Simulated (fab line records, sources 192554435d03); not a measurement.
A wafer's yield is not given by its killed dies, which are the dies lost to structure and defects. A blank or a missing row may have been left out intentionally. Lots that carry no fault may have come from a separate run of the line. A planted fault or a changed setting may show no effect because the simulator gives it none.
fab line records + flow n5Finfet
record:
- lots: 7
- wafers: 39
route steps=1938 shown WELL_APT@24 FIN_SAQP@94 DUMMY_GATE@237 SD_ACTIVATION@331 HKMG_FIN@406 MOL_CONTACT_COAG@551
startH: start of the lot's first displayed wafer, in hours after the record's first day + waitH: hours from the lot's prior step to this one + " identical to the entry in the row above + L1.1+2: one row covering several wafers at once + - value missing, or start not given + * or withheld: withheld + < > ~ a bound
route shown NAME@n: a module of which the file shows steps, and the number in the route of the first + usual: the fault-free wafers' mean and standard deviation + same: alike in all rows + chamber/n: place in a boat + sites: the reading at each site + _std_site: how widely they spread, as a standard deviation + _edge_site: outer sites' mean less inner sites' + radiusMm: for every site, how far away it sits from the centre of the wafer + mask NAME#n: copy n + behind: tool/chamber where the wafer was last shaped + hold: reason for holding the lot/hours on hold/outcome of the hold + device: the n, p or np transistor that did not switch + end of line: tests of these same wafers at the route's end + a step given without rows: its recipe and nothing more + killed: dies that structure and defects cost at the first sort, which is not the same as the wafer's yield + map: dies across one wafer; x = killed, . = not, _ = none there
set.NAME: setting as actually run; set.NAME@STEP: the setting as run at that earlier step + model.NAME: the simulator's own value behind a step, which no gauge read
lots with deliberately changed settings; one table per step, one row per wafer
== steps ==
step: N5_WELL_APT_EXPOSE_05
recipe:
- maskId: NWELL
- na: 0.8
- sourceShape: conventional
- sigmaOuter: 0.8
- polarization: unpolarized
- defocusNm: 0
- targetCdNm: 200
- doseMj: 20.3
| lot.wafer        | tool          | chamber | startH | waitH | mask    | set.doseMj |
|------------------|---------------|---------|--------|-------|---------|------------|
| L076.1+2+3+4+5+6 | krfScanner-01 | 0       | 25.81  | -     | NWELL#0 | 20.3       |
| L085.1+2+3+4+5+6 | krfScanner-02 | 0       | 79.64  | -     | NWELL#0 | 20.3       |
| L086.1+2+6       | krfScanner-02 | 0       | 85.38  | -     | NWELL#0 | 21.5       |
| L086.3+4+5       | "             | 0       | "      | "     | NWELL#0 | 20.3       |
| L088.1+3+4       | krfScanner-01 | 0       | 97.38  | -     | NWELL#0 | 21.12      |
| L088.2+5+6       | "             | 0       | "      | "     | NWELL#0 | 20.3       |
| L092.1+4+5       | krfScanner-02 | 0       | 122.46 | -     | NWELL#0 | 21.08      |
| L092.2+3+6       | "             | 0       | "      | "     | NWELL#0 | 20.3       |
| L093.1+3+6       | krfScanner-01 | 0       | 127.63 | -     | NWELL#0 | 20.3       |
| L097.1+2+5       | krfScanner-02 | 0       | 151.39 | -     | NWELL#0 | 20.3       |
| L097.3+4+6       | "             | 0       | "      | "     | NWELL#0 | 19.14      |
step: N5_WELL_APT_PEB_06
recipe:
- pebTempC: 130
- pebTimeS: 90
step: N5_WELL_APT_DEVELOP_07
recipe:
- developTimeS: 45
- rinseLiquid: surfactantRinse
- dry: airSpin
- devTempC: 21
step: N5_WELL_APT_HARDBAKE_12
recipe:
- tempC: 130
- timeS: 120
step: N5_WELL_APT_CD_MEAS_08
recipe:
- targetCdNm: 200
- landingEnergyEv: 500
- detector: seInlens
usual:
- cdNm: 199.3/1.7
| lot.wafer | tool     | chamber | startH | waitH | set.doseMj@WELL_APT_EXPOSE_05 | cdNm  |
|-----------|----------|---------|--------|-------|-------------------------------|-------|
| L076.1    | cdSem-03 | 0       | 25.98  | -     | 20.3                          | 201.0 |
| L076.2    | "        | 0       | "      | "     | 20.3                          | 201.4 |
| L076.3    | "        | 0       | "      | "     | 20.3                          | 200.4 |
| L076.4    | "        | 0       | "      | "     | 20.3                          | 199.0 |
| L076.5    | "        | 0       | "      | "     | 20.3                          | 201.7 |
| L076.6    | "        | 0       | "      | "     | 20.3                          | 201.5 |
| L085.1    | cdSem-02 | 0       | 79.81  | -     | 20.3                          | 201.6 |
| L085.2    | "        | 0       | "      | "     | 20.3                          | 200.5 |
| L085.3    | "        | 0       | "      | "     | 20.3                          | 198.0 |
| L085.4    | "        | 0       | "      | "     | 20.3                          | 198.0 |
| L085.5    | "        | 0       | "      | "     | 20.3                          | 199.8 |
| L085.6    | "        | 0       | "      | "     | 20.3                          | 202.0 |
| L086.1    | cdSem-02 | 0       | 85.56  | -     | 21.5                          | 209.9 |
| L086.2    | "        | 0       | "      | "     | 21.5                          | 207.2 |
| L086.3    | "        | 0       | "      | "     | 20.3                          | 200.2 |
| L086.4    | "        | 0       | "      | "     | 20.3                          | 201.4 |
| L086.5    | "        | 0       | "      | "     | 20.3                          | 201.9 |
| L086.6    | "        | 0       | "      | "     | 21.5                          | 211.9 |
| L088.1    | cdSem-02 | 0       | 97.56  | -     | 21.12                         | 208.3 |
| L088.2    | "        | 0       | "      | "     | 20.3                          | 200.8 |
| L088.3    | "        | 0       | "      | "     | 21.12                         | 206.8 |
| L088.4    | "        | 0       | "      | "     | 21.12                         | 206.0 |
| L088.5    | "        | 0       | "      | "     | 20.3                          | 197.7 |
| L088.6    | "        | 0       | "      | "     | 20.3                          | 200.2 |
| L092.1    | cdSem-02 | 0       | 122.63 | -     | 21.08                         | 205.7 |
| L092.2    | "        | 0       | "      | "     | 20.3                          | 199.8 |
| L092.3    | "        | 0       | "      | "     | 20.3                          | 199.7 |
| L092.4    | "        | 0       | "      | "     | 21.08                         | 204.7 |
| L092.5    | "        | 0       | "      | "     | 21.08                         | 206.0 |
| L092.6    | "        | 0       | "      | "     | 20.3                          | 197.5 |
| L093.1    | cdSem-02 | 0       | 127.81 | -     | 20.3                          | 201.7 |
| L093.3    | "        | 0       | "      | "     | 20.3                          | 200.7 |
| L093.6    | "        | 0       | "      | "     | 20.3                          | 198.0 |
| L097.1    | cdSem-01 | 0       | 151.56 | -     | 20.3                          | 196.7 |
| L097.2    | "        | 0       | "      | "     | 20.3                          | 198.6 |
| L097.3    | "        | 0       | "      | "     | 19.14                         | 188.1 |
| L097.4    | "        | 0       | "      | "     | 19.14                         | 186.6 |
| L097.5    | "        | 0       | "      | "     | 20.3                          | 199.8 |
| L097.6    | "        | 0       | "      | "     | 19.14                         | 189.2 |
step: N5_WELL_APT_DESCUM_13
recipe:
- chemistry: O2
- timeS: 7.9
- sourcePowerW: 50
- biasPowerW: 20
- pressureMtorr: 20
- rfFrequencyHz: 2.712e+07
- tempC: 40
- o2FlowSccm: 225
| lot.wafer | tool       | chamber | startH | waitH | set.doseMj@WELL_APT_EXPOSE_05 | model.WELL_APT.cdNm |
|-----------|------------|---------|--------|-------|-------------------------------|---------------------|
| L076.1+2  | rieDiel-01 | 1,0     | 26.09  | 0.0   | 20.3                          | 201.2               |
| L076.3    | "          | 2       | "      | "     | 20.3                          | 200.7               |
| L076.4    | "          | 3       | "      | "     | 20.3                          | 199.4               |
| L076.5    | "          | 2       | "      | "     | 20.3                          | 201.3               |
| L076.6    | "          | 1       | "      | "     | 20.3                          | 201.6               |
| L085.1    | rieDiel-04 | 1       | 79.90  | 0.0   | 20.3                          | 201.4               |
| L085.2    | "          | 3       | "      | "     | 20.3                          | 200.1               |
| L085.3    | "          | 2       | "      | "     | 20.3                          | 198.1               |
| L085.4    | "          | 0       | "      | "     | 20.3                          | 197.9               |
| L085.5    | "          | 3       | "      | "     | 20.3                          | 199.6               |
| L085.6    | "          | 0       | "      | "     | 20.3                          | 201.8               |
| L086.1    | rieDiel-04 | 1       | 85.70  | 0.1   | 21.5                          | 209.7               |
| L086.2    | "          | 3       | "      | "     | 21.5                          | 207                 |
| L086.3    | "          | 2       | "      | "     | 20.3                          | 200.1               |
| L086.4    | "          | 0       | "      | "     | 20.3                          | 201.4               |
| L086.5    | "          | 1       | "      | "     | 20.3                          | 202                 |
| L086.6    | "          | 2       | "      | "     | 21.5                          | 211.9               |
| L088.1    | rieDiel-01 | 0       | 97.86  | 0.2   | 21.12                         | 208                 |
| L088.2    | "          | 2       | "      | "     | 20.3                          | 201                 |
| L088.3    | "          | 1       | "      | "     | 21.12                         | 206.7               |
| L088.4    | "          | 3       | "      | "     | 21.12                         | 205.7               |
| L088.5    | "          | 3       | "      | "     | 20.3                          | 198                 |
| L088.6    | "          | 2       | "      | "     | 20.3                          | 200.3               |
| L092.1    | rieDiel-01 | 2       | 122.72 | 0.0   | 21.08                         | 205.9               |
| L092.2    | "          | 3       | "      | "     | 20.3                          | 199.8               |
| L092.3    | "          | 0       | "      | "     | 20.3                          | 199.4               |
| L092.4    | "          | 1       | "      | "     | 21.08                         | 204.6               |
| L092.5    | "          | 2       | "      | "     | 21.08                         | 206.2               |
| L092.6    | "          | 1       | "      | "     | 20.3                          | 197.6               |
| L093.1    | rieDiel-05 | 3       | 128.31 | 0.5   | 20.3                          | 201.7               |
| L093.3    | "          | 0       | "      | "     | 20.3                          | 201                 |
| L093.6    | "          | 3       | "      | "     | 20.3                          | 198.1               |
| L097.1    | rieDiel-04 | 1       | 152.07 | 0.5   | 20.3                          | 196.6               |
| L097.2    | "          | 0       | "      | "     | 20.3                          | 198.6               |
| L097.3    | "          | 3       | "      | "     | 19.14                         | 187.7               |
| L097.4    | "          | 2       | "      | "     | 19.14                         | 187                 |
| L097.5    | "          | 3       | "      | "     | 20.3                          | 199.4               |
| L097.6    | "          | 2       | "      | "     | 19.14                         | 189.2               |
step: N5_FIN_SAQP_ALD_61
recipe:
- material: SiO2
- targetThkA: 40
- tempC: 300
- aldPrecursorFamily: BDEAS
- aldCoReactant: O2-plasma
- pulseTimeS: 1
- purgeTimeS: 2
- coReactantPurgeTimeS: 2
- aldCycles: 43
- pressureTorr: 2
| lot.wafer | tool      | chamber | startH | waitH | set.tempC | model.SiO2_of_FIN_SAQP_ALD_61.thkNm |
|-----------|-----------|---------|--------|-------|-----------|-------------------------------------|
| L076.1    | aldSin-04 | 0       | 32.58  | 0.0   | 300       | 3.986                               |
| L076.2    | "         | 1       | "      | "     | 312.5     | 3.904                               |
| L076.3    | "         | 2       | "      | "     | 312.5     | 3.95                                |
| L076.4    | "         | 3       | "      | "     | 312.5     | 3.915                               |
| L076.5    | "         | 3       | "      | "     | 300       | 4.006                               |
| L076.6    | "         | 2       | "      | "     | 300       | 4.034                               |
| L085.1    | aldSin-03 | 0       | 86.59  | 0.1   | 300       | 3.98                                |
| L085.2    | "         | 1       | "      | "     | 305       | 3.971                               |
| L085.3    | "         | 2       | "      | "     | 305       | 3.983                               |
| L085.4    | "         | 3       | "      | "     | 300       | 4.038                               |
| L085.5    | "         | 1       | "      | "     | 305       | 3.952                               |
| L085.6    | "         | 0       | "      | "     | 300       | 3.977                               |
| L086.1    | aldSin-03 | 3       | 94.10  | 1.7   | 289.1     | 4.177                               |
| L086.2    | "         | 2       | "      | "     | 289.1     | 4.119                               |
| L086.3    | "         | 0       | "      | "     | 289.1     | 4.127                               |
| L086.4    | "         | 1       | "      | "     | 300       | 3.996                               |
| L086.5    | "         | 2       | "      | "     | 300       | 3.971                               |
| L086.6    | "         | 1       | "      | "     | 300       | 3.983                               |
| L088.1    | aldSin-04 | 0       | 104.36 | 0.0   | 300       | 3.995                               |
| L088.2    | "         | 3       | "      | "     | 300       | 3.978                               |
| L088.3    | "         | 1       | "      | "     | 287.8     | 4.173                               |
| L088.4    | "         | 3       | "      | "     | 287.8     | 4.163                               |
| L088.5    | "         | 0       | "      | "     | 300       | 3.967                               |
| L088.6    | "         | 1       | "      | "     | 287.8     | 4.178                               |
| L092.1    | aldSin-02 | 1       | 129.07 | 0.0   | 290.5     | 4.148                               |
| L092.2    | "         | 3       | "      | "     | 300       | 3.993                               |
| L092.3    | "         | 0       | "      | "     | 290.5     | 4.147                               |
| L092.4    | "         | 2       | "      | "     | 300       | 3.979                               |
| L092.5    | "         | 0       | "      | "     | 290.5     | 4.127                               |
| L092.6    | "         | 1       | "      | "     | 300       | 3.986                               |
| L093.1    | aldSin-03 | 1       | 134.67 | 0.0   | 300       | 3.997                               |
| L093.3    | "         | 3       | "      | "     | 300       | 4.02                                |
| L093.6    | "         | 1       | "      | "     | 300       | 3.991                               |
| L097.1    | aldSin-02 | 2       | 158.37 | 0.0   | 300       | 3.993                               |
| L097.2    | "         | 0       | "      | "     | 292.8     | 4.106                               |
| L097.3    | "         | 1       | "      | "     | 300       | 3.978                               |
| L097.4    | "         | 0       | "      | "     | 300       | 4.01                                |
| L097.5    | "         | 2       | "      | "     | 292.8     | 4.088                               |
| L097.6    | "         | 1       | "      | "     | 292.8     | 4.089                               |
step: N5_DUMMY_GATE_ETCH_37
recipe:
- chemistry: N2/H2
- target: SOC
- targetDepthA: 600
- overetchA: 300
- tempC: 40
- ionEnergyEv: 200
- pressureMtorr: 30
- sourceW: 840
- biasW: 150
- n2FlowSccm: 200
- h2FlowSccm: 200
usual:
- rfVppV: 523.5/2.7
| lot.wafer | tool       | chamber | startH | waitH | set.sourceW | rfVppV |
|-----------|------------|---------|--------|-------|-------------|--------|
| L076.1    | rieDiel-06 | 0       | 63.51  | 0.0   | 840         | 524.4  |
| L076.2    | "          | 3       | "      | "     | 976.8       | 498.3  |
| L076.3    | "          | 1       | "      | "     | 840         | 524.4  |
| L076.4    | "          | 2       | "      | "     | 976.8       | 492.5  |
| L076.5    | "          | 3       | "      | "     | 840         | 523.1  |
| L076.6    | "          | 2       | "      | "     | 976.8       | 493.6  |
| L085.1    | rieDiel-03 | 0       | 112.75 | 0.0   | 840         | 524.3  |
| L085.2    | "          | 1       | "      | "     | 840         | 525.0  |
| L085.3    | "          | 3       | "      | "     | 840         | 527.2  |
| L085.4    | "          | 2       | "      | "     | 840         | 526.9  |
| L085.5    | "          | 3       | "      | "     | 840         | 526.1  |
| L085.6    | "          | 2       | "      | "     | 840         | 527.2  |
| L086.1    | rieDiel-03 | 0       | 121.57 | 0.0   | 840         | 524.9  |
| L086.2    | "          | 2       | "      | "     | 840         | 526.9  |
| L086.3    | "          | 3       | "      | "     | 840         | 526.1  |
| L086.4    | "          | 3       | "      | "     | 840         | 527.3  |
| L086.5    | "          | 2       | "      | "     | 840         | 527.4  |
| L086.6    | "          | 0       | "      | "     | 840         | 523.4  |
| L088.1    | rieDiel-03 | 1       | 129.59 | 0.0   | 975.7       | 499.8  |
| L088.2    | "          | 2       | "      | "     | 840         | 526.5  |
| L088.3    | "          | 3       | "      | "     | 840         | 527.4  |
| L088.4    | "          | 0       | "      | "     | 840         | 525.6  |
| L088.5    | "          | 2       | "      | "     | 975.7       | 499.8  |
| L088.6    | "          | 1       | "      | "     | 975.7       | 497.7  |
| L092.1    | rieDiel-06 | 1       | 154.05 | 0.0   | 763.2       | 541.3  |
| L092.2    | "          | 3       | "      | "     | 840         | 525.0  |
| L092.3    | "          | 2       | "      | "     | 840         | 518.3  |
| L092.4    | "          | 0       | "      | "     | 763.2       | 538.3  |
| L092.5    | "          | 3       | "      | "     | 840         | 522.3  |
| L092.6    | "          | 0       | "      | "     | 763.2       | 540.0  |
| L093.1    | rieDiel-02 | 3       | 159.96 | 0.0   | 840         | 520.3  |
| L093.3    | "          | 2       | "      | "     | 840         | 524.5  |
| L093.6    | "          | 3       | "      | "     | 840         | 519.4  |
| L097.1    | rieDiel-02 | 2       | 187.08 | 0.0   | 758.9       | 541.2  |
| L097.2    | "          | 0       | "      | "     | 758.9       | 539.5  |
| L097.3    | "          | 3       | "      | "     | 840         | 519.9  |
| L097.4    | "          | 1       | "      | "     | 758.9       | 545.3  |
| L097.5    | "          | 3       | "      | "     | 840         | 520.9  |
| L097.6    | "          | 0       | "      | "     | 840         | 521.8  |
step: N5_SD_ACTIVATION_LSA_01
recipe:
- tempC: 1080
- timeS: 0.0008
- ambient: N2
usual:
- wafer_temp_C_max: 1085.7/1.2
| lot.wafer | tool           | chamber | startH | waitH | set.tempC | wafer_temp_C_max |
|-----------|----------------|---------|--------|-------|-----------|------------------|
| L076.1    | laserAnneal-02 | 0       | 74.69  | 0.2   | 1080      | 1086.8           |
| L076.2    | "              | 0       | "      | "     | 1086      | 1093.0           |
| L076.3    | "              | 0       | "      | "     | 1086      | 1090.8           |
| L076.4    | "              | 0       | "      | "     | 1080      | 1085.7           |
| L076.5    | "              | 0       | "      | "     | 1080      | 1083.6           |
| L076.6    | "              | 0       | "      | "     | 1086      | 1091.0           |
| L085.1    | laserAnneal-02 | 0       | 124.24 | 0.2   | 1067      | 1072.0           |
| L085.2    | "              | 0       | "      | "     | 1067      | 1070.4           |
| L085.3    | "              | 0       | "      | "     | 1080      | 1085.8           |
| L085.4    | "              | 0       | "      | "     | 1080      | 1083.7           |
| L085.5    | "              | 0       | "      | "     | 1080      | 1084.8           |
| L085.6    | "              | 0       | "      | "     | 1067      | 1071.1           |
| L086.1    | laserAnneal-01 | 0       | 132.45 | 0.2   | 1080      | 1086.7           |
| L086.2    | "              | 0       | "      | "     | 1080      | 1085.2           |
| L086.3    | "              | 0       | "      | "     | 1090      | 1095.3           |
| L086.4    | "              | 0       | "      | "     | 1080      | 1085.6           |
| L086.5    | "              | 0       | "      | "     | 1090      | 1095.8           |
| L086.6    | "              | 0       | "      | "     | 1090      | 1096.5           |
| L088.1    | laserAnneal-01 | 0       | 140.86 | 0.2   | 1080      | 1085.7           |
| L088.2    | "              | 0       | "      | "     | 1080      | 1084.4           |
| L088.3    | "              | 0       | "      | "     | 1080      | 1087.0           |
| L088.4    | "              | 0       | "      | "     | 1080      | 1085.8           |
| L088.5    | "              | 0       | "      | "     | 1080      | 1086.3           |
| L088.6    | "              | 0       | "      | "     | 1080      | 1085.5           |
| L092.1    | laserAnneal-01 | 0       | 165.51 | 0.2   | 1080      | 1085.5           |
| L092.2    | "              | 0       | "      | "     | 1080      | 1085.9           |
| L092.3    | "              | 0       | "      | "     | 1080      | 1086.4           |
| L092.4    | "              | 0       | "      | "     | 1080      | 1086.6           |
| L092.5    | "              | 0       | "      | "     | 1080      | 1084.8           |
| L092.6    | "              | 0       | "      | "     | 1080      | 1086.3           |
| L093.1    | laserAnneal-02 | 0       | 171.28 | 0.2   | 1080      | 1084.7           |
| L093.3    | "              | 0       | "      | "     | 1080      | 1085.5           |
| L093.6    | "              | 0       | "      | "     | 1080      | 1086.1           |
| L097.1    | laserAnneal-02 | 0       | 199.55 | 0.2   | 1063      | 1068.9           |
| L097.2    | "              | 0       | "      | "     | 1080      | 1084.1           |
| L097.3    | "              | 0       | "      | "     | 1063      | 1069.2           |
| L097.4    | "              | 0       | "      | "     | 1080      | 1087.5           |
| L097.5    | "              | 0       | "      | "     | 1063      | 1068.6           |
| L097.6    | "              | 0       | "      | "     | 1080      | 1084.6           |
step: N5_HKMG_FIN_ETCH_58
recipe:
- chemistry: N2/H2
- target: SOC
- targetDepthA: 2158
- ionEnergyEv: 50
- biasW: 13
- timeS: 741
- pressureMtorr: 30
- sourceW: 875
- n2FlowSccm: 200
- h2FlowSccm: 200
usual:
- rfVppV: 99.0/0.83
| lot.wafer | tool       | chamber | startH | waitH | set.biasW | rfVppV |
|-----------|------------|---------|--------|-------|-----------|--------|
| L076.1    | rieDiel-04 | 2       | 88.51  | 0.0   | 13        | 99.6   |
| L076.2    | "          | 1       | "      | "     | 13.83     | 102.6  |
| L076.3    | "          | 0       | "      | "     | 13        | 98.8   |
| L076.4    | "          | 3       | "      | "     | 13.83     | 103.2  |
| L076.5    | "          | 1       | "      | "     | 13.83     | 102.4  |
| L076.6    | "          | 0       | "      | "     | 13        | 98.5   |
| L085.1    | rieDiel-04 | 0       | 138.41 | 0.0   | 13        | 99.0   |
| L085.2    | "          | 1       | "      | "     | 13        | 99.4   |
| L085.3    | "          | 3       | "      | "     | 13        | 98.5   |
| L085.4    | "          | 2       | "      | "     | 13        | 99.1   |
| L085.5    | "          | 2       | "      | "     | 13        | 100.1  |
| L085.6    | "          | 3       | "      | "     | 13        | 99.0   |
| L086.1    | rieDiel-04 | 2       | 146.07 | 0.0   | 13        | 99.5   |
| L086.2    | "          | 0       | "      | "     | 11.74     | 93.1   |
| L086.3    | "          | 1       | "      | "     | 11.74     | 92.3   |
| L086.4    | "          | 3       | "      | "     | 13        | 99.4   |
| L086.5    | "          | 0       | "      | "     | 13        | 98.1   |
| L086.6    | "          | 3       | "      | "     | 11.74     | 92.9   |
| L088.1    | rieDiel-05 | 1       | 155.57 | 0.0   | 11.12     | 89.3   |
| L088.2    | "          | 3       | "      | "     | 13        | 97.3   |
| L088.3    | "          | 0       | "      | "     | 11.12     | 88.2   |
| L088.4    | "          | 2       | "      | "     | 13        | 98.7   |
| L088.5    | "          | 2       | "      | "     | 11.12     | 90.7   |
| L088.6    | "          | 1       | "      | "     | 13        | 98.9   |
| L092.1    | rieDiel-04 | 0       | 178.85 | 0.0   | 13        | 97.7   |
| L092.2    | "          | 2       | "      | "     | 11.31     | 89.7   |
| L092.3    | "          | 1       | "      | "     | 11.31     | 90.5   |
| L092.4    | "          | 3       | "      | "     | 11.31     | 89.8   |
| L092.5    | "          | 0       | "      | "     | 13        | 98.6   |
| L092.6    | "          | 3       | "      | "     | 13        | 99.4   |
| L093.1    | rieDiel-04 | 2       | 184.49 | 0.0   | 13        | 99.7   |
| L093.3    | "          | 1       | "      | "     | 13        | 99.4   |
| L093.6    | "          | 1       | "      | "     | 13        | 97.0   |
| L097.1    | rieDiel-04 | 0       | 213.85 | 0.0   | 13        | 100.3  |
| L097.2    | "          | 1       | "      | "     | 13        | 99.3   |
| L097.3    | "          | 2       | "      | "     | 13        | 98.7   |
| L097.4    | "          | 3       | "      | "     | 13        | 98.4   |
| L097.5    | "          | 1       | "      | "     | 13        | 98.3   |
| L097.6    | "          | 2       | "      | "     | 13        | 98.8   |
step: N5_MOL_CONTACT_COAG_SPUTTER_130
recipe:
- material: Co
- targetThkA: 475
- tempC: 25
- chamberPressurePa: 0.5
- powerW: 3000
| lot.wafer  | tool          | chamber | startH | waitH | set.targetThkA | model.Co_of_MOL_CONTACT_COAG_SPUTTER_130.thkNm |
|------------|---------------|---------|--------|-------|----------------|------------------------------------------------|
| L076.1     | pvdSputter-03 | -       | 108.32 | 0.0   | 500.7          | 49.6                                           |
| L076.2     | "             | -       | "      | "     | 500.7          | 50.4                                           |
| L076.3     | "             | -       | "      | "     | 475            | 48.2                                           |
| L076.4     | "             | -       | "      | "     | 500.7          | 50                                             |
| L076.5     | "             | -       | "      | "     | 475            | 47.2                                           |
| L076.6     | "             | -       | "      | "     | 475            | 46.8                                           |
| L085.1     | pvdSputter-02 | -       | 159.93 | 0.0   | 456.3          | 45.8                                           |
| L085.2     | "             | -       | "      | "     | 475            | 47.4                                           |
| L085.3     | "             | -       | "      | "     | 475            | 46.6                                           |
| L085.4     | "             | -       | "      | "     | 456.3          | 45.6                                           |
| L085.5     | "             | -       | "      | "     | 456.3          | 45                                             |
| L085.6     | "             | -       | "      | "     | 475            | 47.8                                           |
| L086.1     | pvdSputter-01 | -       | 166.75 | 0.0   | 475            | 47.6                                           |
| L086.2     | "             | -       | "      | "     | 475            | 47.4                                           |
| L086.3     | "             | -       | "      | "     | 454.7          | 46                                             |
| L086.4     | "             | -       | "      | "     | 475            | 48.2                                           |
| L086.5     | "             | -       | "      | "     | 454.7          | 45.6                                           |
| L086.6     | "             | -       | "      | "     | 454.7          | 45.2                                           |
| L088.1     | pvdSputter-03 | -       | 177.94 | 0.0   | 531            | 53                                             |
| L088.2+6   | "             | -       | "      | "     | 531            | 52.6                                           |
| L088.3     | "             | -       | "      | "     | 475            | 48                                             |
| L088.4     | "             | -       | "      | "     | 475            | 47.4                                           |
| L088.5     | "             | -       | "      | "     | 475            | 47.2                                           |
| L092.1     | pvdSputter-01 | -       | 201.98 | 0.0   | 475            | 47.6                                           |
| L092.2+3   | "             | -       | "      | "     | 475            | 47.4                                           |
| L092.4+5+6 | "             | -       | "      | "     | 475            | 47.2                                           |
| L093.1     | pvdSputter-01 | -       | 208.75 | 0.0   | 475            | 47.8                                           |
| L093.3     | "             | -       | "      | "     | 475            | 47.2                                           |
| L093.6     | "             | -       | "      | "     | 475            | 47.4                                           |
| L097.1+5+6 | pvdSputter-03 | -       | 236.28 | 0.0   | 475            | 47.2                                           |
| L097.2     | "             | -       | "      | "     | 475            | 46.2                                           |
| L097.3     | "             | -       | "      | "     | 475            | 47                                             |
| L097.4     | "             | -       | "      | "     | 475            | 47.6                                           |
== key ==
split:
- step: N5_WELL_APT_EXPOSE_05
- setting: doseMj
- stated: 20.3
- by: wafer
response:
- step: N5_WELL_APT_CD_MEAS_08
- reading: cdNm
- change: +1.67
- per: 1%
- r: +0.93
response:
- step: N5_WELL_APT_DESCUM_13
- reading: model.WELL_APT.cdNm
- change: +1.64
- per: 1%
- r: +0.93
split:
- step: N5_FIN_SAQP_ALD_61
- setting: tempC
- stated: 300
- by: wafer
response:
- step: N5_FIN_SAQP_ALD_61
- reading: model.SiO2_of_FIN_SAQP_ALD_61.thkNm
- change: -0.0379
- per: 1%
- r: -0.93
split:
- step: N5_DUMMY_GATE_ETCH_37
- setting: sourceW
- stated: 840
- by: wafer
response:
- step: N5_DUMMY_GATE_ETCH_37
- reading: rfVppV
- change: -1.83
- per: 1%
- r: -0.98
split:
- step: N5_SD_ACTIVATION_LSA_01
- setting: tempC
- stated: 1080
- by: wafer
response:
- step: N5_SD_ACTIVATION_LSA_01
- reading: wafer_temp_C_max
- change: *
- per: 1%
- r: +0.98
split:
- step: N5_HKMG_FIN_ETCH_58
- setting: biasW
- stated: 13
- by: wafer
response:
- step: N5_HKMG_FIN_ETCH_58
- reading: rfVppV
- change: +0.633
- per: 1%
- r: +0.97
split:
- step: N5_MOL_CONTACT_COAG_SPUTTER_130
- setting: targetThkA
- stated: 475
- by: wafer
response:
- step: N5_MOL_CONTACT_COAG_SPUTTER_130
- reading: model.Co_of_MOL_CONTACT_COAG_SPUTTER_130.thkNm
- change: +0.453
- per: 1%
- r: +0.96
